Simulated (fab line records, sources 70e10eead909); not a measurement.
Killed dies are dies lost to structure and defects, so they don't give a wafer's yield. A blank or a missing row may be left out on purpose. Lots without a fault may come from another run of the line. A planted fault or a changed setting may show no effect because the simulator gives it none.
fab line records | flow nand_harc
record lots=6 wafers=18 last_day=24
route steps=1159 shown A_M1@1057 A_BONDPAD@1059
lots that met no fault: from a run of the same line without faults
start_h: hours from the record's first day to the start of the lot's first wafer shown | wait_h: hours since the lot's step before | " the same as in the row above | L1.1+2: a row that stands for several wafers | - no value, or no start given | * or withheld: withheld | < > ~ a bound
route shown NAME@n: a module of which the file shows steps, and the number in the route of the first | usual: mean/standard deviation of fault-free wafers | same: alike in all rows | chamber/n: place in a boat | sites: the reading at each site | _std_site: their standard deviation | _edge_site: outer sites' mean less inner sites' | radius_mm: how far each site lies from the wafer's centre | mask NAME#n: copy n | behind: the tool/chamber that last shaped the wafer | hold: why the lot was held/for how many hours/how that ended | device: the transistor (n, p or np) that didn't switch | end of line: the same wafers' tests at the end of the route | a step without rows: its recipe alone | killed: dies lost to structure and defects at the first sort, not the wafer's yield | map: a wafer's dies, x killed, . not, _ none there
set.NAME: the setting as run; set.NAME@STEP: as run at that earlier step | model.NAME: the simulator's own value behind a step, which no gauge read
lots at some steps of the route; a table a step, a row a wafer
services: from which hour (start_h, from the record's first day; less than 0 if before it) a tool's chamber was out of use, for how many hours, and why
## steps
# step NHARC_A_M1_PRE_CLEAN_32
# recipe time_s=12 temp_c=370 rf_power_w=300 gas=NH3
# usual heater_power_w=594/65 rf_fwd_power_W=292.5/1.1
# columns lot.wafer tool chamber start_h wait_h heater_power_w rf_fwd_power_W
L675.3 pecvd-03 2 420.72 0.1 622 289.7
L675.2 " 1 " " 550 292.6
L675.6 " 2 " " 639 289.4
L688.2 pecvd-04 0 480.10 0.2 554 292.8
L688.1 " 1 " " 606 290.6
L688.3 " 2 " " 613 293.4
L694.3 pecvd-04 2 511.98 0.1 684 290.7
L694.1 " 1 " " 578 293.0
L694.5 " 1 " " 568 293.0
L689.1 pecvd-04 0 512.70 0.1 588 292.8
L689.2 " 1 " " 551 291.4
L689.5 " 1 " " 554 291.5
L697.2 pecvd-01 0 524.34 0.1 670 293.0
L697.6 " 2 " " 527 293.6
L697.4 " 1 " " 722 292.7
L695.3 pecvd-04 1 526.05 0.3 599 292.9
L695.6 " 1 " " 594 291.4
L695.4 " 0 " " 517 293.1
# step NHARC_A_M1_DEP_33
# recipe target_thk_a=300 temp_c=370 target_thk_nm=30 pressure_torr=3 flow_sccm=200 rf_w=450 material=SiCN
# usual chamber_pressure_Torr=3.000/0.0064 heater_power_w=537/65 rf_fwd_power_W=448.9/1.4
# columns lot.wafer tool chamber start_h wait_h chamber_pressure_Torr heater_power_w rf_fwd_power_W
L675.3 pecvd-03 2 420.80 0.1 3.001 590 448.9
L675.2 " 1 " " 2.997 544 450.2
L675.6 " 2 " " 2.989 594 448.4
L688.2 pecvd-04 0 480.18 0.1 2.987 438 449.4
L688.1 " 1 " " 3.001 507 449.3
L688.3 " 2 " " 2.994 607 446.5
L694.3 pecvd-04 2 512.06 0.1 3.005 554 445.9
L694.1 " 1 " " 3.005 509 451.5
L694.5 " 1 " " 3.007 510 450.0
L689.1 pecvd-04 0 512.78 0.1 3.005 495 449.5
L689.2 " 1 " " 2.996 504 449.7
L689.5 " 1 " " 2.996 540 451.1
L697.2 pecvd-01 0 524.45 0.1 3.005 616 449.3
L697.6 " 2 " " 3.004 486 451.3
L697.4 " 1 " " 3.007 672 448.0
L695.3 pecvd-04 1 526.13 0.1 2.989 517 449.7
L695.6 " 1 " " 2.988 527 448.7
L695.4 " 0 " " 2.993 473 449.7
# step NHARC_A_BONDPAD_DEP_00
# recipe target_thk_a=2500 temp_c=370 target_thk_nm=250 pressure_torr=3 flow_sccm=200 rf_w=450 material=SiCN
# usual chamber_pressure_Torr=3.000/0.007 heater_power_w=559/68 rf_fwd_power_W=448.7/1.3
# columns lot.wafer tool chamber start_h wait_h chamber_pressure_Torr heater_power_w rf_fwd_power_W
L675.2 pecvd-02 0 421.35 - 2.995 584 450.2
L675.3 " 2 " " 2.999 720 448.7
L675.6 " 2 " " 3.013 705 450.2
L688.2 pecvd-01 2 480.73 - 3.003 464 450.8
L688.1 " 0 " " 2.995 612 448.4
L688.3 " 1 " " 3.020 661 449.5
L694.1 pecvd-01 1 512.66 - 3.004 645 450.5
L694.3 " 2 " " 3.015 493 450.0
L694.5 " 1 " " 2.999 651 449.7
L689.2 pecvd-04 0 - - 3.005 511 448.8
L689.1 " 1 " " 2.995 520 445.8
L689.5 " 2 " " 3.010 620 447.9
L697.2 pecvd-04 2 524.95 - 3.009 521 450.4
L697.4 " 0 " " 3.006 537 446.7
L697.6 " 1 " " 2.997 556 447.5
L695.3 pecvd-04 2 - - 3.007 563 449.6
L695.6 " 0 " " 3.001 428 449.3
L695.4 " 1 " " 3.007 509 446.8
# step NHARC_A_BONDPAD_CMP_29
# recipe target_thk_nm=200 material=SiCN
# usual edge_zone_pressure_frac=1.001/0.0054 motor_current_A=12.2/0.85 slurry_filter_dp_kPa=13.51/0.14
# columns lot.wafer tool chamber start_h wait_h edge_zone_pressure_frac motor_current_A slurry_filter_dp_kPa
L675.3 cmp-01 3 421.78 - 0.995 11.8 13.47
L675.2 " 1 " " 0.998 13.8 13.61
L675.6 " 2 " " 0.999 12.1 13.58
L688.3 cmp-04 2 481.16 - 1.000 12.2 13.43
L688.1 " 3 " " 1.000 12.1 13.43
L688.2 " 0 " " 0.994 12.2 13.28
L694.1 cmp-01 0 513.02 - 0.992 12.8 13.42
L694.3 " 1 " " 1.006 13.7 13.31
L694.5 " 1 " " 1.009 13.7 13.58
L689.2 cmp-04 2 513.79 - 0.993 13.3 13.32
L689.1 " 3 " " 1.010 12.2 13.41
L689.5 " 1 " " 0.998 11.6 13.38
L697.2 cmp-04 2 525.36 - 0.996 12.3 13.78
L697.4 " 3 " " 0.999 12.1 13.41
L697.6 " 3 " " 0.998 12.1 13.62
L695.4 cmp-03 0 527.21 - 0.990 10.6 13.45
L695.3 " 1 " " 0.995 11.6 13.28
L695.6 " 3 " " 1.006 11.0 13.76
# step NHARC_A_BONDPAD_THK_MEAS_30
# recipe thk_meas_gauge=ellipsometry
# usual thk_nm=199.7/1.3
# columns lot.wafer tool chamber start_h wait_h thk_nm
L675.2 film_metro-02 - 422.01 0.2 200.4
L675.3 " - " " 200.2
L675.6 " - " " 200.2
L688.1 film_metro-02 - 481.38 0.2 197.9
L688.2 " - " " 198.4
L688.3 " - " " 200.2
L694.1 film_metro-01 - 513.27 0.2 200.7
L694.3 " - " " 199.5
L694.5 " - " " 200.2
L689.1 film_metro-01 - 513.99 0.1 201.5
L689.2 " - " " 198.3
L689.5 " - " " 199.4
L697.2 film_metro-01 - 525.61 0.2 201.1
L697.4 " - " " 199.9
L697.6 " - " " 201.6
L695.3 film_metro-02 - 527.44 0.2 201.0
L695.4 " - " " 199.1
L695.6 " - " " 198.5
# step NHARC_A_BONDPAD_SRD_31
# step NHARC_A_BONDPAD_DEHYDRATE_01
# recipe temp_c=150 time_s=120
# step NHARC_A_BONDPAD_HMDS_02
# recipe time_s=30
# step NHARC_A_BONDPAD_COAT_33
# recipe temp_c=200 time_s=65
# step NHARC_A_BONDPAD_COAT_03
# recipe spin_rpm=2000 resist_thk_nm=600
# step NHARC_A_BONDPAD_SOFTBAKE_04
# recipe temp_c=125 time_s=70
# step NHARC_A_BONDPAD_EBR_05
# step NHARC_A_BONDPAD_EXPOSE_06
# recipe na=0.55 dose_mj=36.99 mask_id=A_BPAD
# usual exposure_dose_mJ_cm2=36.97/0.043 focus_offset_nm=0.1/0.6
# columns lot.wafer tool chamber start_h wait_h mask exposure_dose_mJ_cm2 focus_offset_nm
L675.2 krf_scanner-01 0 422.30 - A_BPAD#0 36.99 -0.3
L675.3 " 0 " " A_BPAD#0 36.95 -0.3
L675.6 " 0 " " A_BPAD#0 36.99 0.1
L688.1 krf_scanner-01 - 481.80 - A_BPAD#0 - -
L688.2 " - " " A_BPAD#0 - -
L688.3 " - " " A_BPAD#0 - -
L694.1 krf_scanner-01 0 513.56 - A_BPAD#0 37.01 0.8
L694.3 " 0 " " A_BPAD#0 36.99 0.4
L694.5 " 0 " " A_BPAD#0 37.04 -0.8
L689.1 krf_scanner-04 - 514.41 - A_BPAD#0 - -
L689.2 " - " " A_BPAD#0 - -
L689.5 " - " " A_BPAD#0 - -
L697.2 krf_scanner-03 0 525.92 - A_BPAD#0 36.99 1.0
L697.4 " 0 " " A_BPAD#0 36.94 0.9
L697.6 " 0 " " A_BPAD#0 36.94 0.3
L695.3 krf_scanner-03 0 527.74 - A_BPAD#0 36.94 1.4
L695.4 " 0 " " A_BPAD#0 36.94 0.0
L695.6 " 0 " " A_BPAD#0 36.93 0.6
# step NHARC_A_BONDPAD_PEB_07
# recipe peb_temp_c=128 peb_time_s=80
## services
# columns tool chamber start_h hours kind
krf_scanner-03 - 396.80 0.8 repair
cmp-04 - 399.00 4.0 pm
krf_scanner-01 - 408.87 0.2 repair
krf_scanner-04 - 412.22 0.9 repair
cmp-01 - 417.54 3.8 repair
pecvd-01 - 418.19 13.0 pm
pecvd-01 0 418.19 13.0 vent_cycle
pecvd-01 1 418.19 13.0 vent_cycle
pecvd-01 2 418.19 13.0 vent_cycle
pecvd-04 0 424.00 3.4 repair
krf_scanner-03 - 426.20 0.4 repair
krf_scanner-01 - 428.00 4.0 pm
pecvd-01 0 431.19 - clean
cmp-01 - 449.54 2.0 repair
cmp-03 - 449.90 4.4 repair
pecvd-03 - 473.39 13.0 pm
krf_scanner-04 - 476.84 4.0 pm
cmp-01 - 478.34 4.0 pm
krf_scanner-04 - 492.68 6.5 repair
cmp-04 - 497.00 4.0 pm
krf_scanner-04 - 500.32 0.8 repair
krf_scanner-03 - 512.00 4.0 pm
pecvd-02 - 515.59 13.0 pm
krf_scanner-04 - 522.58 16.1 repair
## key
first_sign step=NHARC_A_BONDPAD_EXPOSE_06 reading=tool_record direction=missing
effect none on later readings
met_at NHARC_A_BONDPAD_EXPOSE_06
struck_wafers L688.1,L688.2,L688.3,L689.1,L689.2,L689.5
later_rows_left_out L688.1,L688.2,L688.3,L689.1,L689.2,L689.5
sort_left_out L688.1,L688.2,L688.3,L689.1,L689.2,L689.5
onset_between 422.30 481.80
fault kind=skipped_step_whole tool=krf_scanner-01,krf_scanner-04 chamber=- onset_h=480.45 steps=NHARC_A_BONDPAD_EXPOSE_06 scope=struck_lots_only
# sort_left_out: the simulated sort isn't trusted on such a fault, so these wafers' sort isn't shown, and their yield isn't known
# later_rows_left_out: the simulator's readings of these wafers behind a module that went badly wrong aren't trusted and aren't shown, but for the sort
